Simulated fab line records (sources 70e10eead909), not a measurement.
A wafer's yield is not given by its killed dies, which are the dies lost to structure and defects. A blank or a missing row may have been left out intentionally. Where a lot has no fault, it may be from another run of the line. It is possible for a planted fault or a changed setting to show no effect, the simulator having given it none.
Tool commonality check    flow nand_harc    12 lots and 36 wafers in the sample

REASON IT WAS OPENED
At NHARC_P_M0_INSPECT_11 the reading raw_defect_count is flagged on 3 of 12 lots. Fault-free wafers read 3.9, with a standard deviation of 2.3.
Rule: flag the lot when none of its wafers has a number, or when each of its wafers that has one lies beyond 4 standard deviations from that mean. As for the other lots, they are considered sound.

lot   measured      on                 raw_defect_count, wafer by wafer  flag
L693  day 5 23:14   defect_inspect-02  0 1 1                             
L694  day 6 08:24   defect_inspect-01  3 2 1                             
L700  day 7 10:52   defect_inspect-01  2 3 4                             
L699  day 7 11:43   defect_inspect-02  3 2 4                             
L698  day 7 12:25   defect_inspect-02  3 2 2                             
L703  day 8 03:38   defect_inspect-02  848 897 837                       FLAGGED
L706  day 9 00:10   defect_inspect-01  847 816 865                       FLAGGED
L707  day 9 22:52   defect_inspect-01  879 823 813                       FLAGGED
L713  day 10 14:46  defect_inspect-02  3 4 11                            
L712  day 10 16:46  defect_inspect-01  6 5 4                             
L711  day 10 16:55  defect_inspect-02  2 3 4                             
L714  day 11 05:53  defect_inspect-01  2 3 5                             
The numbers of the flagged lots are 847.2 on average: +843.3 against the usual, or +99 or more standard deviations.

WHICH TOOL RAN EACH LOT
Before the reading, the record contains 3 process steps out of a 1159-step route. Every cell lists first the tool, next ch and the chambers used by the sampled wafers, and last the start.
lot   flag     NHARC_P_CONTACT_ETCH_18                        NHARC_P_CONTACT_CMP_24         NHARC_P_M0_DEP_00
L693           rie_diel-02 ch 0,1,3, day 5 21:58 or earlier   cmp-04 ch 0,1, day 5 21:58     pecvd-04 ch 0,1,2, day 5 22:30
L694           rie_diel-07 ch 0,2,3, day 6 06:58 or earlier   cmp-01 ch 0,2, day 6 06:58     pecvd-04 ch 1,2, day 6 07:28
L700           rie_diel-02 ch 0,1,3, day 7 09:26 or earlier   cmp-04 ch 1,2,3, day 7 09:26   pecvd-04 ch 0,2, day 7 09:54
L699           rie_diel-02 ch 1,2,3, day 7 10:24 or earlier   cmp-04 ch 0,1, day 7 10:24     pecvd-03 ch 1,2, day 7 10:52
L698           rie_diel-13 ch 0,1,3, day 7 10:58 or earlier   cmp-04 ch 1,2, day 7 10:58     pecvd-03 ch 0,1, day 7 11:32
L703  FLAGGED  rie_diel-13 ch 0,3, day 8 02:00 or earlier     cmp-01 ch 0,3, day 8 02:00     pecvd-04 ch 0,2, day 8 02:40
L706  FLAGGED  rie_diel-13 ch 1,3, day 8 22:44 or earlier     cmp-01 ch 0,1,2, day 8 22:44   pecvd-04 ch 1,2, day 8 23:15
L707  FLAGGED  rie_diel-07 ch 2,3, day 9 21:35 or earlier     cmp-01 ch 0,2,3, day 9 21:35   pecvd-04 ch 0,1,2, day 9 22:02
L713           rie_diel-02 ch 0,2,3, day 10 13:21 or earlier  cmp-01 ch 1,2,3, day 10 13:21  pecvd-03 ch 1,2, day 10 13:50
L712           rie_diel-02 ch 0,3, day 10 15:25 or earlier    cmp-04 ch 0,2,3, day 10 15:25  pecvd-02 ch 0,1, day 10 15:53
L711           rie_diel-13 ch 0,1,3, day 10 15:20 or earlier  cmp-01 ch 0,1,2, day 10 15:20  pecvd-03 ch 0,1,2, day 10 15:48
L714           rie_diel-13 ch 0,2,3, day 11 04:32 or earlier  cmp-04 ch 1,2,3, day 11 04:32  pecvd-02 ch 1,2, day 11 05:03
What the steps here do:
- NHARC_P_CONTACT_ETCH_18: etches the open film in C4F8/O2/Ar, target depth 481 nm, time 240.5 s.
- NHARC_P_CONTACT_CMP_24: polishes, t overpolish 30 s, target thk 200 nm.
- NHARC_P_M0_DEP_00: deposits SiOC, target thk 150 nm.
- NHARC_P_M0_INSPECT_11

FLAGGED AGAINST TOTAL, ONE TOOL AT A TIME (gauges that did the reading follow at the end)
step                     tool               lots run  flagged  share of the flagged lots  sound lots run after its first flagged lot
NHARC_P_CONTACT_ETCH_18  rie_diel-02        5         0        none                       -
NHARC_P_CONTACT_ETCH_18  rie_diel-07        2         1        some                       0
NHARC_P_CONTACT_ETCH_18  rie_diel-13        5         2        some                       2 (L711,L714)
NHARC_P_CONTACT_CMP_24   cmp-01             6         3        all                        2 (L713,L711)
NHARC_P_CONTACT_CMP_24   cmp-04             6         0        none                       -
NHARC_P_M0_DEP_00        pecvd-02           2         0        none                       -
NHARC_P_M0_DEP_00        pecvd-03           4         0        none                       -
NHARC_P_M0_DEP_00        pecvd-04           6         3        all                        0
NHARC_P_M0_INSPECT_11    defect_inspect-01  6         2        some                       2 (L712,L714)
NHARC_P_M0_INSPECT_11    defect_inspect-02  6         1        some                       2 (L713,L711)
NHARC_P_CONTACT_ETCH_18 gives no start for some lots, so the hours and the order of its lots are those of NHARC_P_CONTACT_CMP_24.

WHAT THE TABLE ALLOWS
Every flagged lot went through 2 rows of the table: cmp-01 at NHARC_P_CONTACT_CMP_24 and pecvd-04 at NHARC_P_M0_DEP_00.
- cmp-01 at NHARC_P_CONTACT_CMP_24 ran 6 lots, 3 of them flagged. Sound lots ran on it after the first flagged one (L713, L711), which a lasting fault on the whole tool wouldn't allow.
- pecvd-04 at NHARC_P_M0_DEP_00 ran 6 lots, 3 of them flagged. A fault beginning between L700 (day 7 09:54), its last sound lot, and L703 (day 8 02:40), its first flagged one, fits the data.
Just one tool remains: pecvd-04 at NHARC_P_M0_DEP_00.

WHAT THE SIMULATOR HAD PUT IN
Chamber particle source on pecvd-04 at NHARC_P_M0_DEP_00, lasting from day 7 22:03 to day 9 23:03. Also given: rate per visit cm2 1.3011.
Struck lots among those shown: L703, L706, L707. Same finding as the rule above.
